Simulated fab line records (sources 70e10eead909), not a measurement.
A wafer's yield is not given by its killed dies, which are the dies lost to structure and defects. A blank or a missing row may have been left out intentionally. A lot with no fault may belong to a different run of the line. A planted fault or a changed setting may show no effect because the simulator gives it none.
fab line records | flow nandHarc
record lots=11 wafers=33 lastDay=32
route steps=1302 shown A_BLC@1120 A_M0@1145
lots that met no fault: taken from a fault-free run of the same line
startH: hours from the record's first day to the start of the lot's first wafer shown | waitH: hours since the lot's step before | " as in the row above | L1.1+2: a single row standing in for several wafers | - no value, or no start given | * or withheld: withheld | < > ~ a bound
route shown NAME@n: names a module that has steps shown in the file, with the first one's number in the route | usual: average and standard deviation across the fault-free wafers | same: alike in all rows | chamber/n: place in a boat | sites: readings site by site | _std_site: their standard deviation | _edge_site: inner sites' mean taken away from outer sites' mean | radiusMm: how far each site lies from the wafer's centre | mask NAME#n: copy n | behind: tool/chamber where the wafer was last shaped | hold: the reason the lot was held/the length of the hold in hours/how it ended | device: the transistor (n, p or np) that didn't switch | end of line: the same wafers' tests at the end of the route | a step without rows: its recipe alone | killed: not the wafer's yield, but the dies lost to structure and defects at the first sort | map: per-die view of a wafer (x killed, . not killed, _ where there is no die)
set.NAME: the run value of the setting; set.NAME@STEP: its run value at that earlier step | model.NAME: the simulator's own value behind a step, which no gauge read
the route's steps for a sample of lots (tables are steps, rows are wafers)
services: a tool's chamber out of use, with start hour (startH, from the record's first day; less than 0 if before it), hours out, and reason
## steps
# step NHARC_A_BLC_DESCUM_15
# recipe timeS=3 o2FlowSccm=200 arFlowSccm=0 biasPowerW=0 chemistry=O2
# usual drypumpMotorCurrentA=5.6/0.42 o2FlowSccm=200.0/0.63 oesProductAu=1.001/0.0094 rfVppV=57.9/0.89 showerheadPlenumPTorr=1.92/0.05 throttleValvePct=11.311/0.0089
# columns lot.wafer tool chamber startH waitH drypumpMotorCurrentA o2FlowSccm oesProductAu rfHoursCounterH rfVppV showerheadPlenumPTorr throttleValvePct
L662.2 rieDiel-03 2 500.17 0.1 6.3 200.9 1.004 2 56.7 1.98 11.326
L662.6 " 2 " " 6.3 200.5 0.994 - 58.6 1.98 11.324
L662.5 " 3 " " 5.7 199.0 0.993 - 57.3 1.91 11.312
L664.4 rieDiel-03 2 527.77 0.1 6.3 199.4 1.006 4 57.7 1.98 11.300
L664.2 " 3 " " 5.7 199.4 1.001 4 58.0 1.91 11.310
L664.5 " 1 " " 5.9 199.7 1.009 - 58.4 2.00 11.306
L665.3 rieDiel-03 3 530.06 0.1 5.7 199.6 0.990 4 59.0 1.91 11.301
L665.2 " 1 " " 5.9 200.0 1.010 4 58.8 2.00 11.309
L665.6 " 2 " " 6.3 200.7 1.005 - 59.6 1.98 11.324
L668.1 rieDiel-03 0 572.99 0.1 5.2 199.9 1.005 7 58.4 1.91 11.306
L668.4 " 1 " " 5.9 199.1 1.000 7 58.6 1.99 11.324
L668.6 " 2 " " 6.3 200.4 0.994 - 59.1 1.98 11.316
L672.4 rieDiel-02 2 622.73 0.1 5.9 200.3 0.985 3 58.4 1.94 11.312
L672.3 " 1 " " 5.4 199.8 1.011 3 58.2 1.98 11.326
L672.5 " 2 " " 5.9 201.0 0.980 - 59.0 1.94 11.305
L673.2 rieDiel-05 2 624.34 0.1 6.3 199.4 0.993 7 56.0 1.83 11.305
L673.1 " 0 " " 5.3 200.1 0.996 9 58.2 1.86 11.316
L673.6 " 3 " " 4.9 199.8 0.996 - 59.1 2.05 11.320
L677.2 rieDiel-02 1 648.94 0.1 5.5 199.3 1.004 5 58.0 1.98 11.311
L677.3 " 2 " " 5.9 200.6 0.993 5 57.0 1.94 11.313
L677.5 " 1 " " 5.5 199.4 1.010 - 58.2 1.98 11.326
L676.4 rieDiel-02 1 650.72 0.1 5.4 200.4 0.991 5 56.7 1.98 11.298
L676.1 " 3 " " 5.0 198.9 0.997 5 59.0 1.89 11.290
L676.5 " 1 " " 5.4 200.6 1.009 - 57.8 1.98 11.307
L675.3 rieDiel-02 2 656.30 0.1 5.9 199.3 0.996 6 58.1 1.94 11.307
L675.6 " 3 " " 4.9 199.0 0.999 - 59.0 1.89 11.301
L675.5 " 0 " " 5.8 200.4 1.003 - 56.8 1.85 11.300
L681.4 rieDiel-02 2 700.07 0.1 5.8 198.9 0.985 10 59.0 1.94 11.300
L681.1 " 3 " " 4.9 199.9 1.018 9 59.5 1.89 11.319
L681.2 " 0 " " 5.8 201.1 1.009 9 58.0 1.85 11.317
L680.2 rieDiel-03 0 703.90 0.1 5.2 198.9 1.019 4 57.4 1.91 11.306
L680.5 " 3 " " 5.7 200.7 1.005 - 57.3 1.90 11.319
L680.6 " 2 " " 6.3 201.8 0.997 - 58.3 1.98 11.299
# step NHARC_A_BLC_ETCH_17
# recipe targetDepthA=3900 overEtchFrac=0.25 timeS=609.38 ionEnergyEv=200 n2FlowSccm=150 h2FlowSccm=150 arFlowSccm=0 rfW=400 biasW=150 chemistry=N2/H2
# usual drypumpMotorCurrentA=5.6/0.42 oesProductAu=1.002/0.0092 rfVppV=431.1/1.7 showerheadPlenumPTorr=2.06/0.055 throttleValvePct=14.172/0.0076
# same overEtchFrac=0.25
# columns lot.wafer tool chamber startH waitH drypumpMotorCurrentA oesProductAu rfHoursCounterH rfVppV showerheadPlenumPTorr throttleValvePct
L662.2 rieDiel-03 0 - - 5.3 1.011 3 429.3 2.04 14.169
L662.5 " 3 " " 5.7 1.002 - 429.5 2.03 14.170
L662.6 " 0 " " 5.3 1.012 - 432.5 2.04 14.159
L664.4 rieDiel-03 3 - - 5.7 0.995 4 430.7 2.03 14.161
L664.2 " 1 " " 5.9 1.004 4 433.2 2.13 14.178
L664.5 " 3 " " 5.7 0.992 - 430.4 2.03 14.172
L665.3 rieDiel-03 2 - - 6.4 0.997 4 433.3 2.11 14.187
L665.2 " 1 " " 5.9 1.005 4 433.0 2.13 14.187
L665.6 " 2 " " 6.3 0.993 - 432.2 2.11 14.160
L668.4 rieDiel-03 3 - - 5.7 0.995 7 431.4 2.03 14.178
L668.1 " 1 " " 5.9 1.000 7 430.3 2.13 14.173
L668.6 " 2 " " 6.3 0.998 - 432.5 2.11 14.157
L672.3 rieDiel-02 2 - - 5.9 0.986 3 431.3 2.07 14.174
L672.4 " 1 " " 5.4 1.015 3 432.5 2.11 14.175
L672.5 " 3 " " 4.9 0.999 - 430.3 2.01 14.175
L673.1 rieDiel-05 2 - - 6.3 0.993 7 428.9 1.95 14.175
L673.2 " 0 " " 5.2 1.010 9 429.0 1.98 14.173
L673.6 " 2 " " 6.3 0.997 - 427.6 1.95 14.166
L677.3 rieDiel-02 3 - - 5.0 1.002 5 429.5 2.01 14.167
L677.2 " 1 " " 5.4 1.015 5 432.7 2.11 14.167
L677.5 " 3 " " 5.0 1.010 - 431.3 2.01 14.176
L676.4 rieDiel-02 3 - - 5.0 1.009 5 429.5 2.01 14.181
L676.1 " 0 " " 5.8 1.004 5 428.9 1.97 14.177
L676.5 " 0 " " 5.8 1.010 - 428.6 1.98 14.168
L675.3 rieDiel-02 3 - - 5.0 1.013 6 428.7 2.01 14.175
L675.5 " 2 " " 5.9 0.996 - 432.1 2.07 14.160
L675.6 " 3 " " 5.0 1.008 - 431.4 2.01 14.175
L681.2 rieDiel-02 1 - - 5.4 1.016 10 432.7 2.11 14.180
L681.4 " 2 " " 5.9 0.989 10 431.7 2.07 14.184
L681.1 " 0 " " 5.8 1.007 9 428.6 1.97 14.175
L680.2 rieDiel-03 0 - - 5.3 1.018 4 430.9 2.04 14.183
L680.6 " 2 " " 6.3 0.990 - 432.1 2.11 14.161
L680.5 " 3 " " 5.7 0.993 - 431.0 2.03 14.160
# step NHARC_A_BLC_CD_MEAS_19
# usual cdNm=99.5/2.4
# columns lot.wafer tool chamber startH waitH cdNm
L662.2 cdSem-03 - 501.14 - 101.1
L662.5 " - " " 102.1
L662.6 " - " " 101.1
L664.2 cdSem-03 - 528.73 - 96.5
L664.4 " - " " 102.3
L664.5 " - " " 103.5
L665.2 cdSem-02 - 531.02 - 98.0
L665.3 " - " " 100.3
L665.6 " - " " 103.3
L668.1 cdSem-02 - 573.94 - 99.5
L668.4 " - " " 98.8
L668.6 " - " " 103.1
L672.3 cdSem-01 - 623.70 - 99.2
L672.4 " - " " 97.9
L672.5 " - " " 98.3
L673.1 cdSem-03 - 625.30 - 102.2
L673.2 " - " " 100.0
L673.6 " - " " 103.3
L677.2 cdSem-01 - 649.90 - 98.2
L677.3 " - " " 95.6
L677.5 " - " " 98.0
L676.1 cdSem-01 - 651.69 - 99.9
L676.4 " - " " 100.0
L676.5 " - " " 98.7
L675.3 cdSem-02 - 657.25 - 94.5
L675.5 " - " " 99.9
L675.6 " - " " 96.8
L681.1 cdSem-03 - 701.02 - 98.9
L681.2 " - " " 96.5
L681.4 " - " " 102.5
L680.2 cdSem-01 - 704.98 - 98.5
L680.5 " - " " 99.4
L680.6 " - " " 98.9
# step NHARC_A_M0_PEB_07
# recipe pebTempC=100 pebTimeS=65
# usual heaterPowerTotalW=156.6/0.43
# columns lot.wafer tool chamber startH waitH heaterPowerTotalW
L662.2 lithoTrack-06 0 503.82 0.1 157.2
L662.5 " 0 " " 157.0
L662.6 " 0 " " 157.2
L664.2 lithoTrack-04 0 531.43 0.1 157.0
L664.4 " 0 " " 156.1
L664.5 " 0 " " 155.9
L665.2 lithoTrack-01 0 533.70 0.1 157.2
L665.3 " 0 " " 157.1
L665.6 " 0 " " 156.0
L668.1 lithoTrack-01 0 576.75 0.1 156.5
L668.4 " 0 " " 156.7
L668.6 " 0 " " 156.0
L672.3 lithoTrack-01 0 626.50 0.0 156.1
L672.4 " 0 " " 156.1
L672.5 " 0 " " 156.0
L673.1 lithoTrack-01 0 627.99 0.1 156.2
L673.2 " 0 " " 156.9
L673.6 " 0 " " 156.3
L677.2 lithoTrack-06 0 652.56 0.1 157.2
L677.3 " 0 " " 157.0
L677.5 " 0 " " 157.0
L676.1 lithoTrack-06 0 654.37 0.1 161.6
L676.4 " 0 " " 160.8
L676.5 " 0 " " 160.8
L675.3 lithoTrack-06 0 660.24 0.0 160.7
L675.5 " 0 " " 160.8
L675.6 " 0 " " 160.9
L681.1 lithoTrack-01 0 703.86 0.1 156.9
L681.2 " 0 " " 156.8
L681.4 " 0 " " 157.1
L680.2 lithoTrack-04 0 707.66 0.1 156.0
L680.5 " 0 " " 157.0
L680.6 " 0 " " 157.2
# step NHARC_A_M0_CD_MEAS_09
# recipe targetCdNm=80 landingEnergyEv=500
# usual cdNm=79.7/0.68
# columns lot.wafer tool chamber startH waitH cdNm
L662.2 cdSem-01 0 503.90 - 79.4
L662.5 " 0 " " 78.9
L662.6 " 0 " " 78.6
L664.2 cdSem-02 0 531.51 - 80.5
L664.4 " 0 " " 80.9
L664.5 " 0 " " 79.9
L665.2 cdSem-01 0 533.78 - 79.4
L665.3 " 0 " " 79.7
L665.6 " 0 " " 80.5
L668.1 cdSem-01 0 576.83 - 80.1
L668.4 " 0 " " 79.5
L668.6 " 0 " " 80.3
L672.3 cdSem-03 0 626.58 - 79.8
L672.4 " 0 " " 78.7
L672.5 " 0 " " 79.0
L673.1 cdSem-01 0 628.07 - 79.1
L673.2 " 0 " " 80.0
L673.6 " 0 " " 80.8
L677.2 cdSem-03 0 652.64 - 79.1
L677.3 " 0 " " 79.9
L677.5 " 0 " " 79.2
L676.1 cdSem-03 0 654.45 - 77.0
L676.4 " 0 " " 77.8
L676.5 " 0 " " 76.5
L675.3 cdSem-02 0 660.32 - 78.7
L675.5 " 0 " " 78.1
L675.6 " 0 " " 76.9
L681.1 cdSem-01 0 703.94 - 79.3
L681.2 " 0 " " 78.3
L681.4 " 0 " " 78.7
L680.2 cdSem-02 0 707.74 - 79.4
L680.5 " 0 " " 80.1
L680.6 " 0 " " 80.3
## services
# columns tool chamber startH hours kind
rieDiel-02 0 476.42 - clean
rieDiel-02 1 476.42 - clean
rieDiel-02 2 476.42 - clean
rieDiel-02 3 476.42 - clean
rieDiel-03 0 491.80 - clean
rieDiel-03 1 491.80 - clean
rieDiel-03 2 491.80 - clean
rieDiel-03 3 491.80 - clean
rieDiel-02 0 500.92 - clean
lithoTrack-01 - 505.00 7.0 pm
rieDiel-03 3 512.88 5.3 repair
rieDiel-03 2 517.92 5.9 repair
rieDiel-05 2 524.64 1.5 repair
lithoTrack-06 - 529.00 7.0 pm
rieDiel-03 2 552.83 8.7 repair
lithoTrack-04 - 553.00 7.0 pm
rieDiel-02 - 570.75 9.0 pm
rieDiel-05 - 583.68 9.0 pm
rieDiel-02 3 612.13 7.0 repair
rieDiel-03 3 612.93 2.5 repair
rieDiel-03 - 635.30 9.0 pm
lithoTrack-01 - 680.00 7.0 pm
rieDiel-03 1 694.71 9.9 repair
lithoTrack-06 - 704.00 7.0 pm
## key
firstSign step=NHARC_A_M0_PEB_07 reading=heaterPowerTotalW direction=up sigmas=10 usual=* struck=*
effect step=NHARC_A_M0_CD_MEAS_09 reading=cdNm direction=down sigmas=3.2 usual=79.7 struck=77.5
metAt NHARC_A_M0_PEB_07
struckLots L675,L676
notActingAt NHARC_A_BLC_DESCUM_15,NHARC_A_BLC_ETCH_17,NHARC_A_BLC_CD_MEAS_19
onsetBetween 652.56 654.37
fault kind=processParameterDrift tool=lithoTrack-06 chamber=- onsetH=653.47 steps=NHARC_A_M0_PEB_07 channel=pebTimeS offset=* shape=step endH=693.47 actsIn=* stated=*
